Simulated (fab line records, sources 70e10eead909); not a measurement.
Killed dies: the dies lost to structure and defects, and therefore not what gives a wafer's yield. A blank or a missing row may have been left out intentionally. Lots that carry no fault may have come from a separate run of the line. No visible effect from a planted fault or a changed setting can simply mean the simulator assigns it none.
Comparing a struck lot with a sound one | flow nandHarc | 40 out of 1159 route steps
Sound: these wafers, L736.3, L736.5, L736.6. The struck wafers were L740.1, L740.2, L740.4. The cause is given at the end.
At each step with rows: each side's tool, then ch and its chambers, then its first start. Under that, the readings that differ: sound wafers | struck wafers | difference of the means | sigmas: that difference in standard deviations of wafers without a fault.
alike: a reading whose means differ by less than 2 such deviations, as well as words and numbers matching on both sides. not compared: withheld readings; readings where some wafer has no value; bounds like >300 that might hide an equal value; numbers whose values overlap and for which the record gives no deviation.
The two part at a step that has a row with sigmas, a row that says differs or no value, or rows on one side only. Numbers that don't overlap but have no deviation are shown without sigmas and don't part them. A reading missing from all wafers of one side parts the sides only when that side holds two or more wafers.

first, 7 steps without rows for these wafers: NHARC_A_CONTACT_ETCH_135 (etches the open film in C4F8/O2/Ar, time 132 s, target depth 1287 nm); NHARC_A_CONTACT_ETCH_136 (etches the open film in C4F8/O2/Ar, time 132 s, target depth 1287 nm); NHARC_A_CONTACT_ETCH_137 (etches the open film in C4F8/O2/Ar, time 132 s, target depth 1287 nm); NHARC_A_CONTACT_ETCH_138 (etches the open film in C4F8/O2/Ar, time 132 s, target depth 1289 nm); NHARC_A_CONTACT_ETCH_139 (etches the open film in C4F8/O2/Ar, time 137 s, target depth 590 nm); NHARC_A_CONTACT_ETCH_92 (etches the open film in CH3F/O2, target depth 40 nm, time 85.7 s); NHARC_A_CONTACT_ETCH_98 (etches the open film in C4F6/O2, target depth 20 nm, time 10 s).
NHARC_A_CONTACT_CD_MEAS_15:
  sound on cdSem-02 at day 20 04:22; struck on cdSem-03 at day 21 01:28
  alike: cdNm
then, 4 steps without rows for these wafers: NHARC_A_CONTACT_STRIP_107 (strips in N2/H2); NHARC_A_CONTACT_STRIP_108 (strips in CF4/CHF3); NHARC_A_CONTACT_STRIP_109 (strips in O2/COS); NHARC_A_CONTACT_ETCH_110 (etches the open film in CF4/O2, target depth 50 nm, overetch 5 nm, time 27.5 s).
NHARC_A_CONTACT_STRIP_26: strips in O2.
  sound on rieDiel-01 ch 0,1, day 20 05:08; struck on rieDiel-11 ch 1,2,3, day 21 02:52
  alike: drypumpMotorCurrentA, oesProductAu, rfVppV, showerheadPlenumPTorr, throttleValvePct
  not compared: rfHoursCounterH
then, 2 steps without rows for these wafers: NHARC_A_CONTACT_STRIP_27 (strips in post etch residue remover, time 600 s); NHARC_A_CONTACT_ALD_18 (deposits TiN, target thk 3 nm, pulse time 1 s, ald cycles 150).
NHARC_A_CONTACT_CVD_19: deposits W, target thk 300 nm, time 802 s.
  sound on cvdW-01 ch 0,1; struck on cvdW-01 ch 0,1
  alike: heaterPowerW, throttleValvePct
  not compared: sinceWetCleanH
then, 12 steps without rows for these wafers: NHARC_A_CONTACT_CMP_20 (polishes, t overpolish 30 s, target thk 300 nm); NHARC_A_CONTACT_SRD_22; NHARC_A_BLC_DEHYDRATE_00 (time 120 s); NHARC_A_BLC_HMDS_01 (time 30 s); NHARC_A_BLC_COAT_02 (time 75 s); NHARC_A_BLC_COAT_03 (time 65 s); NHARC_A_BLC_COAT_04 (resist thk 90 nm); NHARC_A_BLC_SOFTBAKE_05 (time 55 s); NHARC_A_BLC_EBR_06; NHARC_A_BLC_EXPOSE_07 (exposes mask A BLC, target cd 100 nm); NHARC_A_BLC_PEB_08 (peb time 65 s); NHARC_A_BLC_DEVELOP_09 (develop time 35 s).
NHARC_A_BLC_CD_MEAS_10: the cd target is 100 nm.
  sound on cdSem-01 ch 0, day 20 09:58; struck on cdSem-03 ch 0, day 21 15:55
  alike: cdNm
NHARC_A_BLC_OVL_MEAS_11:
  sound on overlay-01 at day 20 10:04; struck on overlay-01 at day 21 16:01
  alike: overlayXNm, overlayYNm
NHARC_A_BLC_DESCUM_15: chemistry O2, time 3 s.
  sound on rieDiel-13 ch 1,2,3, day 20 10:10; struck on rieDiel-13 ch 0,1,2, day 21 16:07
  alike: drypumpMotorCurrentA, oesProductAu, rfVppV, showerheadPlenumPTorr, throttleValvePct
  not compared: rfHoursCounterH
NHARC_A_BLC_ETCH_16: etches the open film in CF4, target depth 39 nm, time 65 s.
  sound on rieDiel-13 ch 0,2,3, day 20 10:16; struck on rieDiel-13 ch 0,1,2, day 21 16:11
  alike: biasW, drypumpMotorCurrentA, oesProductAu, rfVppV, showerheadPlenumPTorr, throttleValvePct
  not compared: rfHoursCounterH
NHARC_A_BLC_ETCH_17: etches the open film in N2/H2, target depth 390 nm, time 609.38 s.
  sound on rieDiel-13 ch 0,1,2; struck on rieDiel-13 ch 0,2,3
  alike: biasW, drypumpMotorCurrentA, oesProductAu, rfVppV, showerheadPlenumPTorr, throttleValvePct
  not compared: rfHoursCounterH
NHARC_A_BLC_ETCH_18: etches the open film in C4F8/O2/Ar, target depth 910 nm.
  sound on rieDiel-13 ch 2,3; struck on rieDiel-13 ch 0,1,3
  alike: biasW, oesProductAu, rfVppV
  not compared: rfHoursCounterH
NHARC_A_BLC_CD_MEAS_19:
  sound on cdSem-01 at day 20 11:09; struck on cdSem-01 at day 21 17:04
  alike: cdNm
then, 4 steps without rows for these wafers: NHARC_A_BLC_STRIP_29 (strips in CF4); NHARC_A_BLC_STRIP_21 (strips in O2); NHARC_A_BLC_STRIP_22 (strips in post etch residue remover, time 600 s); NHARC_A_BLC_DEGAS_30 (time 60 s).
NHARC_END_SORT_01:
  sound on prober-02 ch 0, day 22 11:01; struck on prober-02 ch 0, day 23 16:08
reading       | sound    | struck     | difference | sigmas
killedAtArray | 17 21 17 | 49 99 117  | +70        | +5
killedDies    | 20 25 24 | 52 100 118 | +67        | +5
  alike: killedAtOther, killedAtPeriphery, killedOpen, killedShort

WHERE THEY PART
Only at NHARC_END_SORT_01, within this record.

WHY: what the simulator had put in
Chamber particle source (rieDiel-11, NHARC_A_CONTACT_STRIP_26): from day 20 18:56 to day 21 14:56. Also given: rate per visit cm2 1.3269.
